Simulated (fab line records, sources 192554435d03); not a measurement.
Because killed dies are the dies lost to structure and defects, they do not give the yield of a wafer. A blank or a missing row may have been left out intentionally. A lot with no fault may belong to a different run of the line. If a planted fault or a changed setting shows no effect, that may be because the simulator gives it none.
Split-lot trial || flow n5 finfet || route with 1938 steps; 7 lots, 21 wafers read

SPLIT DETAILS
At N5_MIM_TOP_LITHO_EXPOSE_05 (exposes mask MIM TOP, target cd 2000 nm), the setting dose mj was moved away from the recipe's 20.5 on 7 of the 21 wafers read, by -4.7% to -1.9%. This setting was run at the recipe's value on the other wafers.

FROM THE SPLIT TO THE READING: what the file shows between them, 3 steps
- N5_MIM_TOP_LITHO_PEB_06
- N5_MIM_TOP_LITHO_DEVELOP_07: develop time 60 s
- N5_MIM_TOP_LITHO_HARDBAKE_09: time 120 s

THE READING
Shown in nm: cd nm at N5_MIM_TOP_LITHO_CD_MEAS_08, with target cd 2000 nm. A value of 1999.8 nm with a standard deviation of 1.9 nm is what fault-free wafers of this fab line usually give.

{"wafer": "L074.1", "tool, chamber at the split": "krf scanner-01, 0", "dose mj as run": 20.5, "against the recipe": "recipe", "cd nm, nm": 2001.2, "against lot-mates on the recipe": "-"}
{"wafer": "L074.4", "tool, chamber at the split": "krf scanner-01, 0", "dose mj as run": 20.11, "against the recipe": "-1.9%", "cd nm, nm": 2000.7, "against lot-mates on the recipe": -0.5}
{"wafer": "L074.6", "tool, chamber at the split": "krf scanner-01, 0", "dose mj as run": 20.11, "against the recipe": "-1.9%", "cd nm, nm": 2000.4, "against lot-mates on the recipe": -0.8}
{"wafer": "L078.1", "tool, chamber at the split": "krf scanner-01, 0", "dose mj as run": 20.5, "against the recipe": "recipe", "cd nm, nm": 1999.2, "against lot-mates on the recipe": "-"}
{"wafer": "L078.2", "tool, chamber at the split": "krf scanner-01, 0", "dose mj as run": 20.5, "against the recipe": "recipe", "cd nm, nm": 1997.9, "against lot-mates on the recipe": "-"}
{"wafer": "L078.6", "tool, chamber at the split": "krf scanner-01, 0", "dose mj as run": 20.5, "against the recipe": "recipe", "cd nm, nm": 1999.3, "against lot-mates on the recipe": "-"}
{"wafer": "L079.1", "tool, chamber at the split": "krf scanner-02, 0", "dose mj as run": 20.5, "against the recipe": "recipe", "cd nm, nm": 1997.6, "against lot-mates on the recipe": "-"}
{"wafer": "L079.2", "tool, chamber at the split": "krf scanner-02, 0", "dose mj as run": 20.5, "against the recipe": "recipe", "cd nm, nm": 1998.8, "against lot-mates on the recipe": "-"}
{"wafer": "L079.6", "tool, chamber at the split": "krf scanner-02, 0", "dose mj as run": 19.76, "against the recipe": "-3.6%", "cd nm, nm": 2008.7, "against lot-mates on the recipe": "+10.5"}
{"wafer": "L085.1", "tool, chamber at the split": "krf scanner-01, 0", "dose mj as run": 19.91, "against the recipe": "-2.9%", "cd nm, nm": 2004.3, "against lot-mates on the recipe": "+7.7"}
{"wafer": "L085.3", "tool, chamber at the split": "krf scanner-01, 0", "dose mj as run": 19.91, "against the recipe": "-2.9%", "cd nm, nm": 2007.0, "against lot-mates on the recipe": "+10.4"}
{"wafer": "L085.5", "tool, chamber at the split": "krf scanner-01, 0", "dose mj as run": 20.5, "against the recipe": "recipe", "cd nm, nm": 1996.6, "against lot-mates on the recipe": "-"}
{"wafer": "L094.4", "tool, chamber at the split": "krf scanner-02, 0", "dose mj as run": 20.5, "against the recipe": "recipe", "cd nm, nm": 2000.7, "against lot-mates on the recipe": "-"}
{"wafer": "L094.5", "tool, chamber at the split": "krf scanner-02, 0", "dose mj as run": 20.5, "against the recipe": "recipe", "cd nm, nm": 1999.1, "against lot-mates on the recipe": "-"}
{"wafer": "L094.6", "tool, chamber at the split": "krf scanner-02, 0", "dose mj as run": 20.5, "against the recipe": "recipe", "cd nm, nm": 2001.2, "against lot-mates on the recipe": "-"}
{"wafer": "L093.1", "tool, chamber at the split": "krf scanner-02, 0", "dose mj as run": 20.5, "against the recipe": "recipe", "cd nm, nm": 2001.9, "against lot-mates on the recipe": "-"}
{"wafer": "L093.4", "tool, chamber at the split": "krf scanner-02, 0", "dose mj as run": 20.5, "against the recipe": "recipe", "cd nm, nm": 2000.7, "against lot-mates on the recipe": "-"}
{"wafer": "L093.6", "tool, chamber at the split": "krf scanner-02, 0", "dose mj as run": 20.5, "against the recipe": "recipe", "cd nm, nm": 2000.5, "against lot-mates on the recipe": "-"}
{"wafer": "L095.1", "tool, chamber at the split": "krf scanner-02, 0", "dose mj as run": 19.53, "against the recipe": "-4.7%", "cd nm, nm": 2009.7, "against lot-mates on the recipe": "+8.8"}
{"wafer": "L095.2", "tool, chamber at the split": "krf scanner-02, 0", "dose mj as run": 20.5, "against the recipe": "recipe", "cd nm, nm": 2000.9, "against lot-mates on the recipe": "-"}
{"wafer": "L095.6", "tool, chamber at the split": "krf scanner-02, 0", "dose mj as run": 19.53, "against the recipe": "-4.7%", "cd nm, nm": 2011.9, "against lot-mates on the recipe": "+11.0"}

FIT RESULTS
A straight line over all 21 wafers: cd nm changes by -2.22 nm for each +1% of dose mj; r = -0.91; the points scatter about the line by 1.8 nm.
The same after taking each lot's own level away (the mean of its wafers on the recipe; 21 wafers): -2.28 nm for each +1%; r = -0.89; scatter 2 nm.
The reading moves by 11 nm for the largest change in dose mj, on that fit.
The lots' own levels span 1996.60 to 2001.20 nm, that is 2.4 times the standard deviation above.
The two slopes are in agreement: the lot-to-lot level therefore moves the slope only a little.
Check: with one of the wafers moved furthest among these (-4.7%) left out of the fit, the line predicts +11.3 nm for it against its lot-mates. Against them it came out at +8.8 nm.

ADDITIONAL SPLITS CARRIED BY THESE WAFERS
Other splits were also applied to these wafers ahead of the reading. Each is held against what the fit with the lots' levels taken away leaves over:
{"other split on the same wafers": "N5_BEOL_M15_ETCH_61 time s", "wafers away from the commonest value": 6, "r with cd nm (lot level and that fit taken away)": "+0.31"}
{"other split on the same wafers": "N5_BEOL_M15_SPUTTER_44 power w", "wafers away from the commonest value": 5, "r with cd nm (lot level and that fit taken away)": "+0.27"}

FILE'S OWN FIT
cd nm changes by -2.31 nm for each +1% of dose mj, r = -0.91.
